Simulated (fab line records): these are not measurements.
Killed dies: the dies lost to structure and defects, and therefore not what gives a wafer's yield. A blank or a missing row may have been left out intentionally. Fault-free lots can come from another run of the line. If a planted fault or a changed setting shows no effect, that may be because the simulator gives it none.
Split-lot trial    flow n5-finfet    7 lots, 21 wafers read, on a route of 1938 steps

ON THE SPLIT
At N5_SDB_COAT_03 (time 60 s, resist thk 100 nm), the setting spin-rpm was moved away from the recipe's 1500 rpm on 4 of the 21 wafers read, by -9.8% to +6.1%. The other wafers ran this setting at the recipe's value.

Reading taken at the split's own step.

THE READING
SOC_of_SDB_COAT_03.thk-nm (the simulator's own value, which no gauge read), in nm, at N5_SDB_COAT_03 (time 60 s, resist thk 100 nm). The file gives no usual value for it. Across the 17 wafers here that went through the recipe, the average is 100.1 nm and the standard deviation 0.23 nm.

wafer   tool, chamber at the split  spin-rpm as run, rpm  against the recipe  SOC_of_SDB_COAT_03.thk-nm, nm  against lot-mates on the recipe
L075.1  litho-track-03, 0           1592                  +6.1%               96.6                           -3.0
L075.4  litho-track-03, 0           1500                  recipe              99.6                           -
L075.5  litho-track-03, 0           1592                  +6.1%               96.4                           -3.2
L078.1  litho-track-04, 0           1500                  recipe              100                            -
L078.2  litho-track-04, 0           1500                  recipe              99.6                           -
L078.4  litho-track-04, 0           1500                  recipe              100.2                          -
L084.2  litho-track-03, 0           1400                  -6.7%               103.6                          +3.6
L084.3  litho-track-03, 0           1500                  recipe              100                            -
L084.5  litho-track-03, 0           1500                  recipe              100                            -
L085.2  litho-track-04, 0           1500                  recipe              100.4                          -
L085.6  litho-track-04, 0           1500                  recipe              100.4                          -
L085.4  litho-track-04, 0           1500                  recipe              100.2                          -
L089.1  litho-track-02, 0           1500                  recipe              100.2                          -
L089.5  litho-track-02, 0           1500                  recipe              100.2                          -
L089.4  litho-track-02, 0           1500                  recipe              100                            -
L096.1  litho-track-02, 0           1500                  recipe              100                            -
L096.2  litho-track-02, 0           1353                  -9.8%               105.6                          +5.4
L096.3  litho-track-02, 0           1500                  recipe              100.4                          -
L097.2  litho-track-02, 0           1500                  recipe              100                            -
L097.4  litho-track-02, 0           1500                  recipe              100.2                          -
L097.6  litho-track-02, 0           1500                  recipe              100.2                          -

THE FIT
A straight line over all 21 wafers: SOC_of_SDB_COAT_03.thk-nm changes by -0.563 nm for each +1% of spin-rpm; r = -0.99; the points scatter about the line by 0.23 nm.
The same after taking each lot's own level away (the mean of its wafers on the recipe; 21 wafers): -0.532 nm for each +1%; r = -1.00; scatter 0.15 nm.
Per that fit: largest spin-rpm move, reading shift of 5.2 nm.
Measured against the standard deviation above, the lots' own levels, which go from 99.60 to 100.33 nm, span 3.2 times it.
Consequently the slope shifts little with the lot-to-lot level, the two slopes agreeing.
Check: for one of the wafers moved furthest among these (-9.8%), held out of the fit, the line's prediction against its lot-mates is +5.1 nm. It came out at +5.4 nm against them.

OTHER SPLITS ON THESE WAFERS
These wafers also went through other splits before the reading. Each is held against what the fit with the lots' levels taken away leaves over:
other split on the same wafers            wafers away from the commonest value  r with SOC_of_SDB_COAT_03.thk-nm (lot level and that fit taken away)
N5_WELL_APT_COAT_02 spin-rpm              9                                     +0.01
N5_PMOS_HMC_CHANNEL_EPI_HM_DEP_34 time-s  8                                     +0.22
N5_PMOS_HMC_CHANNEL_EPI_COAT_03 spin-rpm  7                                     -0.07
N5_FIN_SAQP_PEB_14 peb-time-s             9                                     -0.14
N5_FIN_CUT_CUT_ETCH_15 time-s             9                                     +0.01
N5_STI_FIN_REVEAL_ALD_14 target-thk-a     4                                     -0.08
N5_DUMMY_GATE_EXPOSE_12 dose-mj           5                                     +0.21
N5_DUMMY_GATE_ETCH_37 source-w            8                                     -0.01
N5_SD_EPI_P_ETCH_37 source-w              6                                     +0.01

FILE'S OWN FIT
SOC_of_SDB_COAT_03.thk-nm changes by -0.539 nm for each +1% of spin-rpm, r = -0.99.
